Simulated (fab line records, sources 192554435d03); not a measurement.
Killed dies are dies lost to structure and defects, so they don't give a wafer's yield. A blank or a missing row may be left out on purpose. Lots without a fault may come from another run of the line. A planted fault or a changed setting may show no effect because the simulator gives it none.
fab line records | flow n5_finfet
record lots=24 wafers=72 last_day=19
route steps=1938 shown BEOL_M1@788
lots that met no fault: from a run of the same line without faults
start_h: hours from the record's first day to the start of the lot's first wafer shown | wait_h: hours since the lot's step before | " the same as in the row above | L1.1+2: a row that stands for several wafers | - no value, or no start given | * or withheld: withheld | < > ~ a bound
route shown NAME@n: a module of which the file shows steps, and the number in the route of the first | usual: mean/standard deviation of fault-free wafers | same: alike in all rows | chamber/n: place in a boat | sites: the reading at each site | _std_site: their standard deviation | _edge_site: outer sites' mean less inner sites' | radius_mm: how far each site lies from the wafer's centre | mask NAME#n: copy n | behind: the tool/chamber that last shaped the wafer | hold: why the lot was held/for how many hours/how that ended | device: the transistor (n, p or np) that didn't switch | end of line: the same wafers' tests at the end of the route | a step without rows: its recipe alone | killed: dies lost to structure and defects at the first sort, not the wafer's yield | map: a wafer's dies, x killed, . not, _ none there
set.NAME: the setting as run; set.NAME@STEP: as run at that earlier step | model.NAME: the simulator's own value behind a step, which no gauge read
steps of the route over a sample of lots; a table a step, a row a wafer
services: from which hour (start_h, from the record's first day; less than 0 if before it) a tool's chamber was out of use, for how many hours, and why
## steps
# step N5_BEOL_M1_INSPECT_30
# recipe mode=adi inspect_instrument=brightfield
# usual raw_defect_count=404/94
# columns lot.wafer tool chamber start_h wait_h raw_defect_count
L074.2 defect_inspect-02 - 122.05 0.0 397
L074.3 " - " " 394
L074.5 " - " " 341
L076.1 defect_inspect-02 - 135.29 0.1 313
L076.2 " - " " 319
L076.5 " - " " 508
L075.2 defect_inspect-01 - 135.57 0.0 310
L075.4 " - " " 416
L075.6 " - " " 486
L077.2 defect_inspect-02 - 150.30 0.0 535
L077.4 " - " " 487
L077.6 " - " " 427
L078.2 defect_inspect-02 - 150.40 0.0 331
L078.3 " - " " 453
L078.5 " - " " 318
L079.1 defect_inspect-01 - 154.18 0.1 419
L079.2 " - " " 770
L079.4 " - " " 574
L080.3 defect_inspect-01 - 158.12 0.0 508
L080.5 " - " " 374
L080.6 " - " " 414
L081.2 defect_inspect-01 - 166.86 0.0 408
L081.3 " - " " 272
L081.5 " - " " 276
L082.1 defect_inspect-02 - 172.03 0.1 503
L082.3 " - " " 350
L082.4 " - " " 477
L083.1 defect_inspect-02 - 172.27 0.1 233
L083.3 " - " " 335
L083.5 " - " " 441
L084.2 defect_inspect-01 - 179.88 0.0 344
L084.4 " - " " 361
L084.6 " - " " 416
L085.1 defect_inspect-02 - 194.85 0.1 474
L085.4 " - " " 519
L085.5 " - " " 416
L086.1 defect_inspect-02 - 199.39 0.1 328
L086.3 " - " " 369
L086.4 " - " " 432
L087.1 defect_inspect-02 - 201.91 0.1 344
L087.2 " - " " 355
L087.5 " - " " 395
L088.2 defect_inspect-02 - 205.09 0.0 438
L088.3 " - " " 442
L088.5 " - " " 388
L089.2 defect_inspect-02 - 218.05 0.0 424
L089.3 " - " " 436
L089.4 " - " " 318
L090.1 defect_inspect-02 - 219.00 0.1 425
L090.3 " - " " 447
L090.6 " - " " 391
L091.2 defect_inspect-01 - 227.18 0.0 303
L091.5 " - " " 261
L091.6 " - " " 388
L092.1 defect_inspect-02 - 232.13 0.1 504
L092.5 " - " " 412
L092.6 " - " " 490
L093.2 defect_inspect-01 - 242.21 0.0 432
L093.4 " - " " 402
L093.6 " - " " 367
L094.2 defect_inspect-01 - 242.26 0.0 454
L094.5 " - " " 398
L094.6 " - " " 346
L095.2 defect_inspect-01 - 252.20 0.0 298
L095.5 " - " " 290
L095.6 " - " " 268
L096.1 defect_inspect-02 - 261.10 0.1 310
L096.3 " - " " 397
L096.4 " - " " 348
L097.2 defect_inspect-02 - 263.53 0.1 355
L097.3 " - " " 474
L097.5 " - " " 296
# step N5_BEOL_M1_ALD_84
# recipe material=TaN target_thk_a=* temp_c=275 ald_precursor_family=PDMAT ald_co_reactant=NH3 pressure_torr=3 carrier_flow_sccm=1500 pulse_time_s=2 purge_time_s=3 co_reactant_purge_time_s=2 co_reactant_pulse_time_s=3 ald_cycles=30 precursor_vessel_temp_c=75 precursor_vessel_pressure_torr=26.25 precursor_vessel_carrier_sccm=1000
# usual chamber_pressure_Torr=3.000/0.0063 heater_power_w=440/53
# columns lot.wafer tool chamber start_h wait_h chamber_pressure_Torr heater_power_w
L074.2 ald_metal-03 1 130.87 0.0 2.999 494
L074.3 " 3 " " 3.009 400
L074.5 " 2 " " 2.994 508
L075.2 ald_metal-03 2 145.09 0.0 2.991 489
L075.4 " 0 " " 3.001 437
L075.6 " 1 " " 3.008 508
L076.1 ald_metal-03 3 153.02 0.0 2.982 398
L076.2 " 2 " " 3.007 506
L076.5 " 3 " " 2.994 401
L077.2 ald_metal-01 3 153.02 0.1 2.998 343
L077.4 " 3 " " 3.007 346
L077.6 " 1 " " 3.005 367
L078.2 ald_metal-01 3 156.06 0.0 3.007 343
L078.3 " 1 " " 3.007 373
L078.5 " 1 " " 2.997 368
L079.1 ald_metal-01 1 156.37 0.0 2.990 367
L079.2 " 3 " " 2.990 338
L079.4 " 1 " " 2.996 364
L080.3 ald_metal-03 0 166.19 0.0 2.986 443
L080.5 " 0 " " 2.998 448
L080.6 " 3 " " 2.994 397
L081.2 ald_metal-04 2 170.50 0.0 3.003 381
L081.3 " 3 " " 3.004 502
L081.5 " 1 " " 3.002 448
L082.1 ald_metal-03 2 173.33 0.1 2.991 502
L082.3 " 3 " " 2.996 402
L082.4 " 1 " " 3.005 509
L083.1 ald_metal-03 0 185.41 0.0 3.000 444
L083.3 " 3 " " 2.982 407
L083.5 " 1 " " 3.002 507
L084.2 ald_metal-04 2 188.51 0.0 3.005 375
L084.4 " 3 " " 3.004 509
L084.6 " 0 " " 2.999 431
L086.1 ald_metal-01 2 200.79 0.1 3.002 421
L086.3 " 3 " " 3.002 341
L086.4 " 0 " " 2.999 437
L087.1 ald_metal-03 2 204.29 0.0 2.995 509
L087.2 " 3 " " 3.004 397
L087.5 " 1 " " 2.995 499
L085.1 ald_metal-04 0 209.83 0.1 3.003 446
L085.4 " 3 " " 3.008 512
L085.5 " 2 " " 2.995 385
L088.2 ald_metal-03 2 213.32 0.1 3.007 501
L088.3 " 3 " " 2.999 402
L088.5 " 0 " " 3.003 432
L089.2 ald_metal-04 3 225.94 0.1 2.998 504
L089.3 " 1 " " 2.995 456
L089.4 " 2 " " 3.005 371
L090.1 ald_metal-04 0 226.18 0.3 3.000 421
L090.3 " 2 " " 3.004 388
L090.6 " 1 " " 2.990 460
L091.2 ald_metal-04 1 245.68 0.1 3.003 454
L091.5 " 3 " " 2.995 523
L091.6 " 0 " " 2.995 434
L092.1 ald_metal-03 0 245.84 0.1 3.003 453
L092.5 " 3 " " 2.994 402
L092.6 " 2 " " 3.001 504
L093.2 ald_metal-03 1 250.41 0.0 2.997 503
L093.4 " 0 " " 3.000 445
L093.6 " 0 " " 2.999 445
L095.2 ald_metal-04 1 259.39 0.0 2.991 452
L095.5 " 3 " " 3.011 503
L095.6 " 2 " " 3.009 377
L094.2 ald_metal-03 1 262.82 0.0 3.004 504
L094.5 " 0 " " 3.003 446
L094.6 " 1 " " 2.999 502
L096.1 ald_metal-03 3 269.41 0.0 3.003 395
L096.3 " 0 " " 2.991 456
L096.4 " 2 " " 3.002 484
L097.2 ald_metal-01 3 269.48 0.1 2.995 344
L097.3 " 1 " " 2.991 370
L097.5 " 1 " " 2.982 369
# step N5_BEOL_M1_SPUTTER_79
# recipe material=Cu target_thk_a=45 temp_c=-20 chamber_pressure_pa=0.07 power_w=withheld time_s=8.29
# usual throttle_valve_pct=30.5/0.95
# columns lot.wafer tool chamber start_h wait_h throttle_valve_pct
L074.2 pvd_sputter-01 - 131.77 0.1 30.1
L074.3 " - " " 30.3
L074.5 " - " " 30.3
L075.2 pvd_sputter-03 - 145.82 0.1 29.8
L075.4 " - " " 29.2
L075.6 " - " " 31.7
L076.1 pvd_sputter-03 - 153.83 0.1 32.4
L076.2 " - " " 31.8
L076.5 " - " " 29.3
L077.2 pvd_sputter-01 - 153.90 0.1 30.6
L077.4 " - " " 31.1
L077.6 " - " " 30.2
L078.2 pvd_sputter-03 - 156.73 0.1 32.6
L078.3 " - " " 31.8
L078.5 " - " " 31.6
L079.1 pvd_sputter-01 - 157.09 0.1 30.2
L079.2 " - " " 30.8
L079.4 " - " " 30.5
L080.3 pvd_sputter-01 - 166.88 0.1 30.5
L080.5 " - " " 30.1
L080.6 " - " " 30.3
L081.2 pvd_sputter-03 - 171.22 0.1 31.8
L081.3 " - " " 29.6
L081.5 " - " " 29.5
L082.1 pvd_sputter-02 - 174.49 0.1 29.9
L082.3 " - " " 29.1
L082.4 " - " " 29.6
L083.1 pvd_sputter-01 - 186.87 0.1 30.2
L083.3 " - " " 31.0
L083.5 " - " " 30.8
L084.2 pvd_sputter-03 - 189.33 0.1 32.3
L084.4 " - " " 29.2
L084.6 " - " " 29.6
L086.1 pvd_sputter-01 - 203.23 0.1 30.2
L086.3 " - " " 30.8
L086.4 " - " " 30.0
L087.1 pvd_sputter-03 - 205.09 0.1 31.7
L087.2 " - " " 30.0
L087.5 " - " " 32.5
L085.1 pvd_sputter-03 - 210.65 0.1 31.6
L085.4 " - " " 32.2
L085.5 " - " " 29.3
L088.2 pvd_sputter-03 - 214.17 0.1 29.1
L088.3 " - " " 32.5
L088.5 " - " " 32.0
L089.2 pvd_sputter-02 - 227.12 0.1 29.9
L089.3 " - " " 29.8
L089.4 " - " " 29.1
L090.1 pvd_sputter-01 - 228.83 0.1 30.7
L090.3 " - " " 30.1
L090.6 " - " " 30.4
L091.2 pvd_sputter-01 - 246.76 0.1 30.5
L091.5 " - " " 30.5
L091.6 " - " " 30.2
L092.1 pvd_sputter-01 - 248.60 0.1 31.1
L092.5 " - " " 30.9
L092.6 " - " " 30.4
L093.2 pvd_sputter-02 - 251.39 0.1 30.1
L093.4 " - " " 29.1
L093.6 " - " " 28.8
L095.2 pvd_sputter-03 - 260.06 0.1 32.0
L095.5 " - " " 29.5
L095.6 " - " " 31.5
L094.2 pvd_sputter-01 - 263.73 0.1 30.0
L094.5 " - " " 30.6
L094.6 " - " " 30.2
L096.1 pvd_sputter-02 - 270.55 0.1 29.1
L096.3 " - " " 29.9
L096.4 " - " " 29.4
L097.2 pvd_sputter-01 - 272.15 0.1 30.5
L097.3 " - " " 31.1
L097.5 " - " " 30.5
# step N5_BEOL_M1_SPUTTER_88
# recipe material=Cu target_thk_a=45 temp_c=-20 chamber_pressure_pa=0.07 power_w=withheld time_s=8.29
# usual throttle_valve_pct=30.5/0.93
# columns lot.wafer tool chamber start_h wait_h throttle_valve_pct
L074.2 pvd_sputter-01 - 132.43 0.1 30.1
L074.3 " - " " 30.4
L074.5 " - " " 30.2
L075.2 pvd_sputter-03 - 146.48 0.1 29.9
L075.4 " - " " 29.6
L075.6 " - " " 31.7
L076.1 pvd_sputter-03 - 154.49 0.1 32.6
L076.2 " - " " 31.7
L076.5 " - " " 29.1
L077.2 pvd_sputter-01 - 154.64 0.1 30.4
L077.4 " - " " 31.1
L077.6 " - " " 30.2
L078.2 pvd_sputter-03 - 157.39 0.1 32.3
L078.3 " - " " 31.8
L078.5 " - " " 31.7
L079.1 pvd_sputter-01 - 157.75 0.1 30.2
L079.2 " - " " 30.9
L079.4 " - " " 30.8
L080.3 pvd_sputter-01 - 167.54 0.1 30.3
L080.5 " - " " 30.1
L080.6 " - " " 30.5
L081.2 pvd_sputter-03 - 171.88 0.1 31.9
L081.3 " - " " 29.2
L081.5 " - " " 29.5
L082.1 pvd_sputter-02 - 175.15 0.1 29.8
L082.3 " - " " 28.8
L082.4 " - " " 29.7
L083.1 pvd_sputter-01 - 187.53 0.1 30.2
L083.3 " - " " 30.9
L083.5 " - " " 30.7
L084.2 pvd_sputter-03 - 189.99 0.1 32.6
L084.4 " - " " 29.4
L084.6 " - " " 29.4
L086.1 pvd_sputter-01 - 203.89 0.1 30.1
L086.3 " - " " 30.8
L086.4 " - " " 30.0
L087.1 pvd_sputter-03 - 205.75 0.1 31.7
L087.2 " - " " 30.2
L087.5 " - " " 32.5
L085.1 pvd_sputter-03 - 211.31 0.1 31.6
L085.4 " - " " 32.4
L085.5 " - " " 29.4
L088.2 pvd_sputter-03 - 214.83 0.1 29.3
L088.3 " - " " 32.3
L088.5 " - " " 31.5
L089.2 pvd_sputter-02 - 227.78 0.1 29.8
L089.3 " - " " 29.7
L089.4 " - " " 29.0
L090.1 pvd_sputter-01 - 229.49 0.1 30.5
L090.3 " - " " 30.2
L090.6 " - " " 30.3
L091.2 pvd_sputter-01 - 247.42 0.1 30.5
L091.5 " - " " 30.4
L091.6 " - " " 30.5
L092.1 pvd_sputter-01 - 249.26 0.1 31.0
L092.5 " - " " 31.2
L092.6 " - " " 30.2
L093.2 pvd_sputter-02 - 252.05 0.1 29.8
L093.4 " - " " 29.0
L093.6 " - " " 29.2
L095.2 pvd_sputter-03 - 260.72 0.1 31.6
L095.5 " - " " 29.7
L095.6 " - " " 31.6
L094.2 pvd_sputter-01 - 264.39 0.1 30.4
L094.5 " - " " 30.6
L094.6 " - " " 30.0
L096.1 pvd_sputter-02 - 271.21 0.1 29.1
L096.3 " - " " 30.2
L096.4 " - " " 29.4
L097.2 pvd_sputter-01 - 272.81 0.1 30.4
L097.3 " - " " 30.7
L097.5 " - " " 30.8
# step N5_BEOL_M1_SPUTTER_94
# recipe material=Cu target_thk_a=45 temp_c=-20 chamber_pressure_pa=0.07 power_w=withheld time_s=8.29
# usual throttle_valve_pct=30.5/0.95
# columns lot.wafer tool chamber start_h wait_h throttle_valve_pct
L074.2 pvd_sputter-01 - 133.09 0.1 30.3
L074.3 " - " " 30.4
L074.5 " - " " 30.2
L075.2 pvd_sputter-03 - 147.14 0.1 29.8
L075.4 " - " " 29.6
L075.6 " - " " 31.8
L076.1 pvd_sputter-03 - 155.15 0.1 32.5
L076.2 " - " " 31.8
L076.5 " - " " 29.4
L077.2 pvd_sputter-01 - 155.36 0.1 30.6
L077.4 " - " " 30.8
L077.6 " - " " 30.1
L078.2 pvd_sputter-03 - 158.05 0.1 32.5
L078.3 " - " " 31.9
L078.5 " - " " 31.7
L079.1 pvd_sputter-01 - 158.41 0.1 30.2
L079.2 " - " " 30.9
L079.4 " - " " 30.4
L080.3 pvd_sputter-01 - 168.20 0.1 30.5
L080.5 " - " " 30.1
L080.6 " - " " 30.6
L081.2 pvd_sputter-03 - 172.54 0.1 31.6
L081.3 " - " " 29.1
L081.5 " - " " 29.5
L082.1 pvd_sputter-02 - 175.81 0.1 29.8
L082.3 " - " " 28.7
L082.4 " - " " 29.4
L083.1 pvd_sputter-01 - 188.19 0.1 30.3
L083.3 " - " " 31.0
L083.5 " - " " 30.4
L084.2 pvd_sputter-03 - 190.65 0.1 32.6
L084.4 " - " " 29.1
L084.6 " - " " 29.7
L086.1 pvd_sputter-01 - 204.55 0.1 30.3
L086.3 " - " " 30.9
L086.4 " - " " 30.4
L087.1 pvd_sputter-03 - 206.41 0.1 32.0
L087.2 " - " " 29.9
L087.5 " - " " 32.5
L085.1 pvd_sputter-03 - 211.97 0.1 31.9
L085.4 " - " " 32.5
L085.5 " - " " 29.7
L088.2 pvd_sputter-03 - 215.49 0.1 29.4
L088.3 " - " " 32.2
L088.5 " - " " 31.9
L089.2 pvd_sputter-02 - 228.44 0.1 30.1
L089.3 " - " " 29.5
L089.4 " - " " 28.8
L090.1 pvd_sputter-01 - 230.15 0.1 30.5
L090.3 " - " " 30.3
L090.6 " - " " 30.4
L091.2 pvd_sputter-01 - 248.08 0.1 30.2
L091.5 " - " " 30.5
L091.6 " - " " 30.3
L092.1 pvd_sputter-01 - 249.92 0.1 31.1
L092.5 " - " " 30.8
L092.6 " - " " 30.3
L093.2 pvd_sputter-02 - 252.71 0.1 30.0
L093.4 " - " " 28.9
L093.6 " - " " 29.0
L095.2 pvd_sputter-03 - 261.38 0.1 31.7
L095.5 " - " " 29.8
L095.6 " - " " 31.8
L094.2 pvd_sputter-01 - 265.05 0.1 30.4
L094.5 " - " " 30.5
L094.6 " - " " 30.1
L096.1 pvd_sputter-02 - 271.87 0.1 28.8
L096.3 " - " " 30.1
L096.4 " - " " 29.5
L097.2 pvd_sputter-01 - 273.47 0.1 30.8
L097.3 " - " " 31.0
L097.5 " - " " 31.1
# step N5_BEOL_M1_DEP_57
# recipe material=SiCN target_thk_a=80 temp_c=withheld precursor=3MS/NH3 pressure_torr=3 rf_w=202 time_s=14
# usual chamber_pressure_Torr=3.000/0.0061 showerhead_plenum_p_Torr=3.667/0.011 throttle_valve_pct=9.2/0.35
# columns lot.wafer tool chamber start_h wait_h chamber_pressure_Torr showerhead_plenum_p_Torr throttle_valve_pct
L074.2 pecvd-02 0 134.29 0.0 2.999 3.656 8.8
L074.3 " 1 " " 2.999 3.667 9.0
L074.5 " 2 " " 2.992 3.668 9.3
L075.2 pecvd-02 2 148.34 0.0 2.998 3.663 9.2
L075.4 " 2 " " 3.002 3.669 9.2
L075.6 " 1 " " 3.003 3.660 8.9
L076.1 pecvd-03 2 156.37 0.0 2.996 3.660 8.6
L076.2 " 1 " " 3.008 3.650 9.3
L076.5 " 1 " " 3.006 3.656 9.4
L077.2 pecvd-02 0 156.58 0.0 2.998 3.662 8.8
L077.4 " 1 " " 2.994 3.672 8.8
L077.6 " 2 " " 2.998 3.675 9.1
L078.2 pecvd-02 2 159.25 0.0 3.001 3.668 9.4
L078.3 " 1 " " 3.010 3.665 8.7
L078.5 " 0 " " 2.996 3.658 8.9
L079.1 pecvd-02 0 159.62 0.0 3.015 3.658 8.6
L079.2 " 2 " " 3.002 3.670 9.1
L079.4 " 1 " " 2.997 3.663 8.7
L080.3 pecvd-02 2 169.40 0.0 2.994 3.671 9.1
L080.5 " 1 " " 3.007 3.670 9.0
L080.6 " 0 " " 2.995 3.668 9.2
L081.2 pecvd-03 0 173.79 0.0 2.996 3.689 9.2
L081.3 " 1 " " 3.005 3.662 9.4
L081.5 " 2 " " 2.998 3.661 9.2
L082.1 pecvd-02 2 177.01 0.0 3.006 3.675 9.2
L082.3 " 1 " " 3.002 3.667 8.9
L082.4 " 1 " " 3.004 3.665 9.0
L083.1 pecvd-02 1 189.42 0.0 2.990 3.674 8.6
L083.3 " 2 " " 2.996 3.662 9.1
L083.5 " 2 " " 2.999 3.676 9.2
L084.2 pecvd-02 0 191.85 0.0 3.004 3.660 8.7
L084.4 " 0 " " 2.996 3.664 8.9
L084.6 " 2 " " 2.999 3.669 9.2
L086.1 pecvd-01 2 205.75 0.0 2.985 3.702 9.7
L086.3 " 1 " " 3.004 3.667 9.9
L086.4 " 1 " " 2.999 3.655 9.9
L087.1 pecvd-01 1 208.01 0.0 2.998 3.667 10.1
L087.2 " 2 " " 3.005 3.694 9.6
L087.5 " 2 " " 3.013 3.694 9.4
L085.1 pecvd-03 0 213.17 0.0 3.009 3.676 9.4
L085.4 " 0 " " 3.001 3.685 9.1
L085.5 " 2 " " 3.008 3.673 9.0
L088.2 pecvd-03 2 216.71 0.0 3.003 3.664 9.1
L088.3 " 1 " " 3.005 3.648 9.4
L088.5 " 2 " " 2.999 3.654 8.8
L089.2 pecvd-01 2 229.81 0.0 3.005 3.696 9.6
L089.3 " 1 " " 2.983 3.661 10.0
L089.4 " 2 " " 3.004 3.700 9.6
L090.1 pecvd-03 2 232.08 0.0 2.995 3.663 8.9
L090.3 " 0 " " 3.001 3.681 9.3
L090.6 " 2 " " 3.004 3.649 8.6
L091.2 pecvd-03 2 249.32 0.0 3.000 3.656 8.7
L091.5 " 2 " " 3.002 3.658 9.0
L091.6 " 0 " " 3.001 3.677 9.3
L092.1 pecvd-02 2 251.14 0.0 2.994 3.661 8.5
L092.5 " 1 " " 2.998 3.661 9.0
L092.6 " 2 " " 2.994 3.670 8.8
L093.2 pecvd-03 2 253.94 0.0 3.005 3.654 8.8
L093.4 " 2 " " 3.006 3.658 8.9
L093.6 " 1 " " 3.003 3.649 9.2
L095.2 pecvd-03 0 262.58 0.0 2.993 3.671 9.5
L095.5 " 0 " " 2.997 3.672 9.1
L095.6 " 1 " " 2.997 3.653 9.2
L094.2 pecvd-01 1 266.25 0.0 3.007 3.669 10.1
L094.5 " 0 " " 3.004 3.684 9.4
L094.6 " 1 " " 2.998 3.663 10.0
L096.1 pecvd-03 2 273.07 0.0 2.995 3.662 8.7
L096.3 " 0 " " 3.001 3.682 9.2
L096.4 " 1 " " 2.996 3.649 9.2
L097.2 pecvd-02 0 274.67 0.0 3.003 3.659 9.0
L097.3 " 1 " " 3.006 3.662 8.8
L097.5 " 1 " " 2.998 3.676 8.9
## services
# columns tool chamber start_h hours kind
ald_metal-01 - 112.48 8.7 pm
ald_metal-03 - 118.22 8.7 pm
ald_metal-04 2 122.96 25.0 repair
pvd_sputter-01 - 139.40 1.8 repair
ald_metal-01 - 148.22 1.2 pm
ald_metal-04 - 149.17 8.7 pm
pecvd-02 - 149.75 5.7 repair
ald_metal-01 2 151.27 28.5 repair
pecvd-03 - 154.73 0.5 repair
pecvd-03 0 155.34 5.5 scheduled_down
ald_metal-04 0 171.20 1.6 repair
pecvd-01 0 174.52 5.0 scheduled_down
pecvd-01 1 179.52 2.1 scheduled_down
pecvd-03 2 179.72 4.0 repair
pvd_sputter-02 - 186.11 7.3 repair
pecvd-02 2 202.38 - clean
pecvd-02 2 202.38 - consumable_replace:showerhead
pecvd-02 2 202.38 29.0 scheduled_down
pecvd-02 2 202.38 29.0 vent_cycle
pecvd-03 - 214.46 1.7 repair
pecvd-03 - 225.74 3.7 repair
pecvd-01 0 227.89 4.0 repair
pecvd-03 0 253.56 2.1 scheduled_down
## key
fault none
